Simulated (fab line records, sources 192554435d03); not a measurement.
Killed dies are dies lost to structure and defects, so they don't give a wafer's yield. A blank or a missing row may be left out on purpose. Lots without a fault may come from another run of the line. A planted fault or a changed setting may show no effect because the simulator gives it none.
Chamber matching | flow n5_finfet | N5_BEOL_M0_SAQP_ETCH_107 on rie_diel-02: 4 sister chambers
The step etches SiNx in CH3F/O2, target depth 30 nm. 4 wafers are shown with their chamber, then 10 later ones without.

WAFERS WITH THEIR CHAMBER
wafer  | chamber | showerhead_plenum_p_Torr (Torr)
L080.1 | 1       | 1.98
L083.6 | 0       | 1.87
L088.2 | 3       | 2.00
L088.3 | 2       | 2.02

WAFERS WITHOUT THEIR CHAMBER
wafer  | showerhead_plenum_p_Torr (Torr)
L088.5 | 1.98
L089.1 | 2.02
L089.2 | 1.98
L089.4 | 1.99
L092.2 | 1.99
L092.4 | 2.02
L092.6 | 2.11
L096.2 | 2.11
L096.3 | 2.02
L096.4 | 1.97

WHICH CHAMBER EACH WENT THROUGH
wafer  | from the rows above          | in truth
L088.5 | can't be placed: 1 or 3 or 2 | 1
L089.1 | can't be placed: 2 or 3 or 1 | 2
L089.2 | can't be placed: 1 or 3 or 2 | 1
L089.4 | can't be placed: 1 or 3 or 2 | 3
L092.2 | can't be placed: 1 or 3 or 2 | 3
L092.4 | can't be placed: 2 or 3 or 1 | 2
L092.6 | can't be placed: 2 or 3 or 1 | 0
L096.2 | can't be placed: 2 or 3 or 1 | 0
L096.3 | can't be placed: 2 or 3 or 1 | 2
L096.4 | can't be placed: 1 or 3 or 2 | 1
Placed correctly: 0 of 10. Can't be placed from these rows: 10 (the true chamber is among the candidates in 8). Placed wrongly: 0.
How it was worked out, from the rows above alone: a wafer's distance from a chamber is the root of the sum, over the readings, of the square of ((its reading less the chamber's mean) divided by the reading's scatter). The wafer belongs to the nearest chamber; if the next one is less than 2 further off, it can't be placed. A chamber's mean is the mean of its shown wafers. The scatter: with one shown wafer a chamber, the root of the mean of the squares of how far each hidden wafer lies from its nearest shown one.
